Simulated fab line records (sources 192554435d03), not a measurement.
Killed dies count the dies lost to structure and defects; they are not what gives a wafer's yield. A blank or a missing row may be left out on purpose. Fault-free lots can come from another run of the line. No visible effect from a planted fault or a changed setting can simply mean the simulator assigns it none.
Struck lot and sound lot, side by side ; flow n5_finfet ; 15 out of 1938 route steps
Sound: these wafers, L301.1, L301.2, L301.5. Struck: wafer L295.3. (L295.6 of the same lot was not struck and is left out.) The cause comes at the end.
Each step with rows lists, per side, the tool, then ch with its chambers, then its first start. Under that, the readings that differ: sound wafers ; struck wafers ; difference of the means ; sigmas: that difference in standard deviations of wafers without a fault.
alike: readings with means less than 2 such deviations apart, plus words and numbers identical on both sides. not compared: withheld readings, readings lacking a value on some wafer, bounds such as >300 that could conceal the same value, and numbers that have no deviation in the record and whose values overlap.
The two part at a step that has a row with sigmas, a row that says differs or no value, or rows on one side only. When numbers do not overlap yet have no deviation, they are printed without sigmas and do not part them. A reading missing from all wafers of one side parts the sides only when that side holds two or more wafers.

first, 7 steps without rows for these wafers: N5_PASSIVATION_COAT_24; N5_PASSIVATION_EBR_26; N5_PASSIVATION_SOFTBAKE_25 (time 90 s); N5_PASSIVATION_EXPOSE_27 (exposes mask PAD, defocus 0 nm); N5_PASSIVATION_PEB_28; N5_PASSIVATION_DEVELOP_29 (develop time 60 s); N5_PASSIVATION_HARDBAKE_31 (time 120 s).
N5_PASSIVATION_CD_MEAS_30 targets a cd of 4000 nm.
  sound on cd_sem-01 ch 0, day 15 14:56; struck on cd_sem-02 ch 0, day 12 23:38
  alike: cd_nm
N5_PASSIVATION_OVL_MEAS_63:
  sound on overlay-02 ch 0, day 15 14:58; struck on overlay-01 ch 0, day 12 23:40
  alike: PAD_OVL
N5_PASSIVATION_INSPECT_64: inspects for defects (macro).
  sound on defect_inspect-01 at day 15 14:59; struck on defect_inspect-01 at day 12 23:41
  alike: raw_defect_count
N5_PASSIVATION_DESCUM_32: chemistry O2, time 7.9 s.
  sound on rie_diel-06 ch 2,3, day 15 15:01; struck on rie_diel-06 ch 3, day 12 23:43
  alike: bias_power_w, chamber_pressure_mTorr, drypump_motor_current_A, oes_product_au, rf_vpp_V, showerhead_plenum_p_Torr, temp_c, throttle_valve_pct
  not compared: rf_hours_counter_h
N5_PASSIVATION_AL_ETCH_33: etches Al in Cl2/BCl3, stops on TaN, target depth 2800 nm, time 466.7 s.
  sound on rie_metal-03 ch 1, day 15 15:06; struck on rie_metal-01 ch 1, day 12 23:56
  alike: chamber_pressure_mTorr, drypump_motor_current_A, oes_product_au, throttle_valve_pct
  not compared: rf_hours_counter_h
N5_PASSIVATION_ETCH_59: etches TaN in Cl2/BCl3, target depth 65 nm, time 34.9 s.
  sound on rie_metal-03 ch 1, day 15 15:54; struck on rie_metal-01 ch 1, day 13 00:14
reading;sound;struck;difference;sigmas
oes_product_au (a.u.);0.80 0.80 0.80;1.29;+0.49;+6
throttle_valve_pct (%);20.95 20.95 20.95;20.18;-0.77;-3
model.etch.depth_nm (nm);66.11 65.91 66.18;114.1;+48.0;
  alike: chamber_pressure_mTorr, drypump_motor_current_A
  not compared: rf_hours_counter_h
N5_PASSIVATION_STRIP_34: strips in O2.
  sound on rie_diel-06 ch 0,3, day 15 16:07; struck on rie_diel-06 ch 1, day 13 00:19
  alike: chamber_pressure_mTorr, drypump_motor_current_A, oes_product_au, rf_vpp_V, showerhead_plenum_p_Torr, temp_c, throttle_valve_pct
  not compared: rf_hours_counter_h
N5_PASSIVATION_PROBE_49:
  rows exist in the record for the sound wafers here (prober-02, day 15 20:33), none for the struck ones

== WHERE THEY PART ==
Last at N5_PASSIVATION_PROBE_49 as far as this record goes, first at N5_PASSIVATION_ETCH_59.

WHY: whatever the simulator had introduced
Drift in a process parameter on rie_metal-01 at N5_PASSIVATION_ETCH_59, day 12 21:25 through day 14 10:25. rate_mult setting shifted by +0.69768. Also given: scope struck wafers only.
